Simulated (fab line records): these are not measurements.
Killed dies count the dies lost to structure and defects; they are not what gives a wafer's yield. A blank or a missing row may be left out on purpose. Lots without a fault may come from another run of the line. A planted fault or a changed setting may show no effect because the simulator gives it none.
Split-lot trial | flow n5 finfet | on a route of 1938 steps: 7 lots, 39 wafers read

ABOUT THE SPLIT
At N5_HKMG_FIN_ETCH_67 (etches SOC in N2/H2, stops on TiN, target depth 388.9 nm), the setting target depth a was moved away from the recipe's 3889 angstrom on 15 of the 39 wafers read, by -10.9% to +11.8%. For the rest of the wafers, this setting stayed at what the recipe calls for.

The reading is taken at the split's own step.

THE READING
SOC_of_HKMG_FIN_COAT_66.thk nm (the simulator's own value, which no gauge read), in nm, at N5_HKMG_FIN_ETCH_67 (etches SOC in N2/H2, stops on TiN, target depth 388.9 nm). No usual value for it is given in the file. The 24 wafers here that ran the recipe average 18.8 nm, standard deviation 5.2 nm.

wafer  | tool, chamber at the split | target depth a as run, angstrom | against the recipe | SOC_of_HKMG_FIN_COAT_66.thk nm, nm | against lot-mates on the recipe
L079.1 | rie diel-01, 0             | 3889                            | recipe             | 17.2                               | -
L079.2 | rie diel-01, 2             | 3889                            | recipe             | 11.8                               | -
L079.3 | rie diel-01, 1             | 3889                            | recipe             | 8.6                                | -
L079.4 | rie diel-01, 3             | 3667                            | -5.7%              | 21.2                               | +8.7
L079.5 | rie diel-01, 3             | 3667                            | -5.7%              | 20.8                               | +8.3
L079.6 | rie diel-01, 0             | 3667                            | -5.7%              | 35.4                               | +22.9
L082.1 | rie diel-06, 0             | 3889                            | recipe             | 25.4                               | -
L082.2 | rie diel-06, 1             | 3466                            | -10.9%             | 44                                 | +22.6
L082.3 | rie diel-06, 3             | 3889                            | recipe             | 19.6                               | -
L082.4 | rie diel-06, 2             | 3466                            | -10.9%             | 49                                 | +27.6
L082.5 | rie diel-06, 1             | 3466                            | -10.9%             | 44.8                               | +23.4
L082.6 | rie diel-06, 2             | 3889                            | recipe             | 19.2                               | -
L087.1 | rie diel-02, 3,0           | 3889                            | recipe             | 17.2                               | -
L087.3 | rie diel-02, 3,0           | 3889                            | recipe             | 17.2                               | -
L087.2 | rie diel-02, 1             | 3889                            | recipe             | 21.2                               | -
L087.4 | rie diel-02, 2             | 3889                            | recipe             | 11.8                               | -
L087.5 | rie diel-02, 3             | 3889                            | recipe             | 20.6                               | -
L087.6 | rie diel-02, 0             | 3889                            | recipe             | 16                                 | -
L088.1 | rie diel-01, 1             | 3889                            | recipe             | 15.6                               | -
L088.2 | rie diel-01, 2             | 3749                            | -3.6%              | 28.8                               | +15.4
L088.3 | rie diel-01, 3             | 3889                            | recipe             | 8.2                                | -
L088.4 | rie diel-01, 0             | 3749                            | -3.6%              | 33                                 | +19.6
L088.5 | rie diel-01, 2             | 3889                            | recipe             | 16.4                               | -
L088.6 | rie diel-01, 1             | 3749                            | -3.6%              | 25.8                               | +12.4
L091.3 | rie diel-06, 3             | 3889                            | recipe             | 21.4                               | -
L091.4 | rie diel-06, 0             | 3889                            | recipe             | 28.2                               | -
L091.6 | rie diel-06, 2             | 3889                            | recipe             | 22                                 | -
L095.1 | rie diel-06, 3,2,3         | 4346                            | +11.8%             | 8.2                                | -16.9
L095.5 | rie diel-06, 3,2,3         | 4346                            | +11.8%             | 8.2                                | -16.9
L095.6 | rie diel-06, 3,2,3         | 4346                            | +11.8%             | 8.2                                | -16.9
L095.2 | rie diel-06, 2             | 3889                            | recipe             | 22.4                               | -
L095.3 | rie diel-06, 0             | 3889                            | recipe             | 25.2                               | -
L095.4 | rie diel-06, 0             | 3889                            | recipe             | 27.8                               | -
L096.1 | rie diel-02, 1             | 3889                            | recipe             | 21.6                               | -
L096.2 | rie diel-02, 3,0,2         | 4276                            | +10.0%             | 8.2                                | -10.9
L096.3 | rie diel-02, 3,0,2         | 4276                            | +10.0%             | 8.2                                | -10.9
L096.4 | rie diel-02, 3,0,2         | 4276                            | +10.0%             | 8.2                                | -10.9
L096.5 | rie diel-02, 2             | 3889                            | recipe             | 18                                 | -
L096.6 | rie diel-02, 3             | 3889                            | recipe             | 17.6                               | -
The file does not say which wafer passed through which chamber wherever a row lists several chambers: such a row stands for several wafers.

THE FIT
A straight line over all 39 wafers: SOC_of_HKMG_FIN_COAT_66.thk nm changes by -1.51 nm for each +1% of target depth a; r = -0.82; the points scatter about the line by 6 nm.
The same after taking each lot's own level away (the mean of its wafers on the recipe; 39 wafers): -1.77 nm for each +1%; r = -0.91; scatter 4.6 nm.
Per that fit: largest target depth a move, reading shift of 21 nm.
The span of the lots' own levels, 12.53 to 25.13 nm, comes to 2.4 times the standard deviation stated above.
In other words, the slope is changed by the lot-to-lot level; the two fits disagree.
Check: -18.9 nm against its lot-mates is what the line predicts for one of the wafers moved furthest among these (+11.8%) when that wafer is left out of the fit. It came out at -16.9 nm against them.

OTHER SPLITS ON THESE WAFERS
Other splits were also applied to these wafers ahead of the reading. Each is held against what the fit with the lots' levels taken away leaves over:
other split on the same wafers        | wafers away from the commonest value | r with SOC_of_HKMG_FIN_COAT_66.thk nm (lot level and that fit taken away)
N5_PMOS_HMC_CHANNEL_EPI_EPI_20 temp c | 15                                   | +0.05
N5_DUMMY_GATE_CVD_03 target thk a     | 18                                   | +0.11
N5_DUMMY_GATE_ETCH_32 time s          | 15                                   | -0.07
N5_SD_EPI_N_EXPOSE_06 dose mj         | 15                                   | +0.19

THE FILE'S OWN FIT
SOC_of_HKMG_FIN_COAT_66.thk nm changes by -1.76 nm for each +1% of target depth a, r = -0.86.
